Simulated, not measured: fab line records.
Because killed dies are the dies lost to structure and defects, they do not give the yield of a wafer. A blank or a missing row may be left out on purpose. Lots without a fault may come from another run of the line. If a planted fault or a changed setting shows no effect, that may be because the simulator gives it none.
Which tool was responsible? -- flow nandHarc -- 36 wafers from 12 lots sampled at 5 of the route's 1302 steps

## WHAT THE GAUGES READ, wafer by wafer
NHARC_END_SORT_01. Usual: value, then standard deviation, for each; defectLimitedYield 91 % / 3.1; killedAtArray 59 / 21; killedAtOther 1.0 / 1.1; killedAtPeriphery 4.0 / 2.6; killedDies 64 / 21; killedOpen 3.2 / 1.7; killedShort 2.5 / 1.5.
lot,measured,on,defectLimitedYield (%),killedAtArray,killedAtOther,killedAtPeriphery,killedDies,killedOpen,killedShort,flag
L864,day 27 14:42,prober-01,78 81 79,147 128 137,0 0 0,3 2 4,150 130 141,5 2 2,0 1 3,OFF

## WHICH TOOL RAN EACH LOT (tool, then ch and the chambers of the sampled wafers, then the start)
lot,NHARC_A_BONDPAD_STRIP_15,NHARC_THIN_TSV_DEP_43,NHARC_THIN_TSV_PRE_CLEAN_50,NHARC_THIN_TSV_DESCUM_35
L858,"rieDiel-03 ch 0,2,3, day 23 16:35","pecvd-04 ch 0,1,2, day 25 02:53","pvdSputter-02, day 25 09:50 or earlier","rieDiel-08 ch 0,1,2, day 25 09:50"
L860,"rieDiel-13 ch 0,3, day 23 17:48","pecvd-01 ch 0,1,2, day 25 01:45","pvdSputter-01, day 25 08:40 or earlier","rieDiel-10 ch 0,2,3, day 25 08:40"
L859,"rieDiel-13 ch 0,1, day 23 22:55","pecvd-03 ch 0,1,2, day 25 05:17","pvdSputter-03, day 25 12:15 or earlier","rieDiel-01 ch 0,1, day 25 12:15"
L862,"rieDiel-02 ch 1,3, day 25 17:25","pecvd-01 ch 0,1,2, day 26 06:59","pvdSputter-03, day 26 14:06 or earlier","rieDiel-01 ch 2,3, day 26 14:06"
L863,"rieDiel-02 ch 1,2,3, day 25 22:46","pecvd-03 ch 0,1, day 26 12:47","pvdSputter-02, day 26 19:34 or earlier","rieDiel-08 ch 0,1,2, day 26 19:34"
L861,"rieDiel-13 ch 2,3, day 26 01:52","pecvd-03 ch 0,1,2, day 26 13:59","pvdSputter-03, day 26 20:44 or earlier","rieDiel-01 ch 1,2,3, day 26 20:44"
L864,"rieDiel-13 ch 0,1, day 26 02:46","pecvd-01 ch 1,2, day 26 16:26","pvdSputter-01, day 26 23:11 or earlier","rieDiel-08 ch 1,2,3, day 26 23:11"
L868,"rieDiel-03 ch 1,2,3, day 27 07:58","pecvd-01 ch 0,1,2, day 27 23:20","pvdSputter-01, day 28 06:28 or earlier","rieDiel-01 ch 0,2, day 28 06:28"
L869,"rieDiel-02 ch 1,2,3, day 27 18:26","pecvd-01 ch 0,2, day 28 08:57","pvdSputter-01, day 28 15:51 or earlier","rieDiel-01 ch 1,2, day 28 15:51"
L873,"rieDiel-03 ch 1,2,3, day 29 13:28","pecvd-01 ch 0,1,2, day 30 02:05","pvdSputter-03, day 30 09:37 or earlier","rieDiel-10 ch 0,2,3, day 30 09:37"
L876,"rieDiel-03 ch 1,2,3, day 31 00:03","pecvd-04 ch 0,1, day 31 15:53","pvdSputter-01, day 31 23:07 or earlier","rieDiel-10 ch 1,2, day 31 23:07"
L880,"rieDiel-03 ch 0,1,2, day 32 07:25","pecvd-01 ch 0,1,2, day 32 20:51","pvdSputter-03, day 33 03:38 or earlier","rieDiel-08 ch 0,2,3, day 33 03:38"
- NHARC_A_BONDPAD_STRIP_15: strips in O2.
- NHARC_THIN_TSV_DEP_43: deposits SiO2, target thk 1328.5 nm.
- NHARC_THIN_TSV_PRE_CLEAN_50: time 30 s.
- NHARC_THIN_TSV_DESCUM_35: chemistry O2, time 3 s.

## WHAT THE TOOLS THEMSELVES READ (means of the sampled wafers that have a number; where no wafer has one, the mark that the record gives instead)
NHARC_A_BONDPAD_STRIP_15. Usual: chamberPressureMTorr 60.00 mTorr, standard deviation 0.055; drypumpMotorCurrentA 5.6 A, standard deviation 0.43; oesProductAu 1.001 a.u., standard deviation 0.011; rfVppV 57.6 V, standard deviation 0.89; showerheadPlenumPTorr 3.52 Torr, standard deviation 0.19; throttleValvePct 17.037 %, standard deviation 0.0084.
lot,tool,chamberPressureMTorr (mTorr),drypumpMotorCurrentA (A),oesProductAu (a.u.),rfVppV (V),showerheadPlenumPTorr (Torr),throttleValvePct (%),flag
L858,rieDiel-03,59.98,5.5,0.998,57.9,3.43,17.034,
L860,rieDiel-13,59.91,5.9,1.009,57.0,3.39,17.043,
L859,rieDiel-13,59.98,5.6,1.004,57.7,3.50,17.029,
L862,rieDiel-02,60.01,6.1,0.999,57.2,3.33,17.033,
L863,rieDiel-02,59.99,5.6,0.999,57.1,3.36,17.038,
L861,rieDiel-13,60.01,6.1,1.000,58.1,3.48,17.041,
L864,rieDiel-13,59.99,5.6,1.002,57.4,3.49,17.034,
L868,rieDiel-03,60.02,5.3,0.988,57.7,3.50,17.042,
L869,rieDiel-02,60.01,5.6,0.994,56.7,3.35,17.031,
L873,rieDiel-03,59.95,5.3,1.010,57.5,3.68,17.032,
L876,rieDiel-03,59.97,5.3,1.004,57.9,3.68,17.037,
L880,rieDiel-03,60.06,5.4,0.995,58.0,3.54,17.035,

NHARC_THIN_TSV_DEP_43. Usual: 16.1 % for throttleValvePct, sd 0.48.
lot,tool,throttleValvePct (%),flag
L858,pecvd-04,16.2,
L860,pecvd-01,16.4,
L859,pecvd-03,15.7,
L862,pecvd-01,16.4,
L863,pecvd-03,15.6,
L861,pecvd-03,15.8,
L864,pecvd-01,16.4,
L868,pecvd-01,16.4,
L869,pecvd-01,16.3,
L873,pecvd-01,16.0,
L876,pecvd-04,16.6,
L880,pecvd-01,16.1,

NHARC_THIN_TSV_PRE_CLEAN_50. Usual: heaterPowerW 402 W, standard deviation 24; susceptorTempC 279.98 C, standard deviation 0.19.
lot,tool,heaterPowerW (W),susceptorTempC (C),flag
L858,pvdSputter-02,379,-,OFF
L860,pvdSputter-01,386,279.81,
L859,pvdSputter-03,401,280.18,
L862,pvdSputter-03,398,280.12,
L863,pvdSputter-02,379,280.11,
L861,pvdSputter-03,402,279.99,
L864,pvdSputter-01,414,-,OFF
L868,pvdSputter-01,411,280.01,
L869,pvdSputter-01,419,280.05,
L873,pvdSputter-03,384,280.14,
L876,pvdSputter-01,410,279.99,
L880,pvdSputter-03,410,280.07,

NHARC_THIN_TSV_DESCUM_35. Usual: chamberPressureMTorr 60.00 mTorr, standard deviation 0.055; drypumpMotorCurrentA 5.9 A, standard deviation 0.37; oesProductAu 1.006 a.u., standard deviation 0.012; rfVppV 57.8 V, standard deviation 0.84; showerheadPlenumPTorr 1.90 Torr, standard deviation 0.091; throttleValvePct 11.310 %, standard deviation 0.0081.
lot,tool,chamberPressureMTorr (mTorr),drypumpMotorCurrentA (A),oesProductAu (a.u.),rfVppV (V),showerheadPlenumPTorr (Torr),throttleValvePct (%),flag
L858,rieDiel-08,59.99,5.8,1.011,58.1,1.93,11.310,
L860,rieDiel-10,60.00,5.8,1.009,57.5,1.93,11.313,
L859,rieDiel-01,59.98,5.8,1.010,58.5,2.01,11.310,
L862,rieDiel-01,59.94,6.3,1.021,57.9,1.83,11.304,
L863,rieDiel-08,59.96,5.8,1.004,58.0,1.93,11.309,
L861,rieDiel-01,59.98,6.1,1.020,57.9,1.89,11.310,
L864,rieDiel-08,60.01,5.8,1.009,57.4,1.87,11.309,
L868,rieDiel-01,59.97,6.4,0.993,58.1,1.85,11.309,
L869,rieDiel-01,59.99,6.2,0.999,58.7,1.87,11.313,
L873,rieDiel-10,60.01,5.8,1.007,57.8,1.93,11.304,
L876,rieDiel-10,60.01,5.4,1.011,57.4,1.81,11.308,
L880,rieDiel-08,60.01,5.7,0.997,58.0,1.90,11.300,

## THE ANSWER, worked out from the rows above alone
Rule: lot off if the mean of its wafers having a number is beyond 3 standard deviations from the usual mean. Also off: a lot with no number at a reading for which 4 or more lots have one. The other lots that the step has rows for count as sound. Order of review: gauges by route order, followed by the tools' own readings, for which a lot's mean as printed above is used. At the first step where some lot is off, the reading lying furthest off is the one used; lots without a number count as furthest.
Off: L864 (NHARC_END_SORT_01, defectLimitedYield). Neither off nor sound, because the step has no rows for them: L858, L860, L859, L862, L863, L861, L868, L869, L873, L876, L880.
A tool fits if, at a process step before that reading, it ran every lot that is off, and no sound lot after the first of them. The gauges at NHARC_END_SORT_01 aren't tried: what is off there is off at NHARC_THIN_TSV_PRE_CLEAN_50 too, on other tools, and a gauge's error can't cause that. With no start given for some of its lots, NHARC_THIN_TSV_PRE_CLEAN_50 uses the hours and lot order of NHARC_THIN_TSV_DESCUM_35. Can't be told from this: 4 tools fit, rieDiel-13 at NHARC_A_BONDPAD_STRIP_15, pecvd-01 at NHARC_THIN_TSV_DEP_43, pvdSputter-01 at NHARC_THIN_TSV_PRE_CLEAN_50, rieDiel-08 at NHARC_THIN_TSV_DESCUM_35.

## WHAT THE SIMULATOR PUT IN
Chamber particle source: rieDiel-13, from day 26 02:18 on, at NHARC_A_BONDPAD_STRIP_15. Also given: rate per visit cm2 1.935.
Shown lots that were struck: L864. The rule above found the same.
